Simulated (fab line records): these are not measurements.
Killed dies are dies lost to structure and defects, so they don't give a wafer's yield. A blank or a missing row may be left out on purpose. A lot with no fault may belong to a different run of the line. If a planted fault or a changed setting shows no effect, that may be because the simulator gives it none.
Comparing a struck lot with a sound one + flow n5Finfet + 37 out of 1938 route steps
Sound: the wafers L360.1, L360.3, L360.6. Struck: wafer L364.1 (L364.3, L364.5, from the same lot, were not struck and are left out); the cause is given at the end.
Order at every step that has rows: each side's tool, ch and its chambers, its first start. Under that, the readings that differ: sound wafers + struck wafers + difference of the means + sigmas: that difference in standard deviations of wafers without a fault.
alike: a reading whose means differ by less than 2 such deviations, as well as words and numbers matching on both sides. not compared: withheld readings; readings where some wafer has no value; bounds like >300 that might hide an equal value; numbers whose values overlap and for which the record gives no deviation.
A row with sigmas, a row that says differs or no value, or rows on one side alone: a step with any of these is where the two part. When numbers do not overlap yet have no deviation, they are printed without sigmas and do not part them. A reading that every wafer of one side lacks parts them only if that side has two wafers or more.

first, 9 steps without rows for these wafers: N5_SDB_DESCUM_16 (chemistry O2, time 7.9 s); N5_SDB_ETCH_17 (etches SiARC in CF4, target depth 23.4 nm, time 39 s); N5_SDB_ETCH_18 (etches SOC in N2/H2, target depth 100 nm, overetch 20 nm, time 150 s); N5_SDB_STRIP_19 (strips in N2/H2); N5_SDB_STRIP_21 (strips in CF4); N5_SDB_HM_OPEN_20 (chemistry CH3F/O2, target SiNx, stops on poly-Si, target depth 24 nm); N5_SDB_STRIP_22 (strips in N2/H2); N5_SDB_PRECLEAN_23 (cleans in dHF, time 30 s); N5_SDB_DUMMY_REMOVE_24 (chemistry TMAH, target poly-Si, stops on SiO2, target depth 142 nm, time 57 s, rinse time 30 s).
N5_SDB_ETCH_25: etches SiO2 in C4F6/O2, target depth 10 nm, time 3.3 s.
  sound on rieDiel-06 ch 2,3, day 5 19:32; struck on rieDiel-06 ch 3, day 6 20:50
  alike: drypumpMotorCurrentA, oesProductAu, rfVppV, showerheadPlenumPTorr, throttleValvePct
  not compared: rfHoursCounterH
then, 26 steps without rows for these wafers: N5_SDB_CUT_ETCH_26 (etches Si in HBr/Cl2/O2, target depth 129.6 nm, bt time 20 s, time 51.8 s); N5_SDB_PRECLEAN_38 (cleans in dHF, time 10 s); N5_SDB_PRECLEAN_39 (cleans in O3/DIW, time 45 s); N5_SDB_SRD_28 (time 30 s); N5_SDB_ALD_29 (deposits SiNx, target thk 30 nm, pulse time 1 s, ald cycles 600); N5_SDB_CMP_30 (polishes, stops on poly-Si, t overpolish 1.54 s, target thk 30 nm); N5_DUMMY_REMOVAL_HM_STRIP_01 (strips SiNx in CH3F/O2, stops on poly-Si, target depth 4 nm, time 6.8 s); N5_DUMMY_REMOVAL_STRIP_10 (strips in N2/H2, time 40 s); N5_DUMMY_REMOVAL_PRECLEAN_07 (cleans in dHF, time 30 s); N5_DUMMY_REMOVAL_DUMMY_REMOVE_02 (chemistry TMAH, target poly-Si, stops on SiO2, target depth 142 nm, time 57 s, rinse time 30 s); N5_DUMMY_REMOVAL_PRECLEAN_08 (cleans in NF3:NH3, afs cycles 2, time 20 s, sublimation time 60 s); N5_DUMMY_REMOVAL_PRECLEAN_04 (cleans in DHF, time 37 s); N5_DUMMY_REMOVAL_SRD_05 (time 30 s); N5_HKMG_FIN_IL_REGROW_00 (material SiO2, chemistry O3, target thk 0.75 nm, time 30 s); N5_HKMG_FIN_HK_ALD_01 (deposits HfO2, target thk 1.6 nm, pulse time 3 s, purge time 3 s); N5_HKMG_FIN_HK_ANNEAL_02 (time 30 s); N5_HKMG_FIN_ALD_74 (deposits La2O3, target thk 0.5 nm, pulse time 6 s, co reactant pulse time 1 s); N5_HKMG_FIN_ALD_75 (deposits Al2O3, target thk 1 nm, co reactant pulse time 1 s); N5_HKMG_FIN_COAT_41 (time 60 s, resist thk 300 nm); N5_HKMG_FIN_COAT_42 (time 60 s, resist thk 35 nm); N5_HKMG_FIN_COAT_43 (resist thk 90 nm); N5_HKMG_FIN_EBR_45; N5_HKMG_FIN_SOFTBAKE_44 (time 60 s); N5_HKMG_FIN_EXPOSE_46 (exposes mask NDIPOLE); N5_HKMG_FIN_PEB_47 (peb time 60 s); N5_HKMG_FIN_DEVELOP_48 (develop time 30 s).
-- a jump in the record: the struck wafers' starts before and after are 11 days apart (it breaks off in module HKMG_FIN and resumes in module PASSIVATION, where the first step shown is number 1936 of the route) --
N5_PASSIVATION_PROBE_49:
  sound: prober-01 at day 15 04:13; struck: prober-02 at day 17 09:55
| reading          | sound     | struck | difference | sigmas |
|------------------|-----------|--------|------------|--------|
| killedAtFrontEnd | 37 21 34  | 124    | +93        | +9     |
| killedDies       | 100 89 82 | 189    | +99        | +6     |
| killedOnRim      | 13 16 5   | 31     | +20        | +5     |
| killedShort      | 35 20 25  | 44     | +17        | +2     |
  alike: killed_at_M0_to_M3, killed_at_M4_up, killedAtContacts, killedAtOther, killedOpen

== WHERE THEY PART ==
Only at N5_PASSIVATION_PROBE_49, within this record.

WHY: what the simulator had put in
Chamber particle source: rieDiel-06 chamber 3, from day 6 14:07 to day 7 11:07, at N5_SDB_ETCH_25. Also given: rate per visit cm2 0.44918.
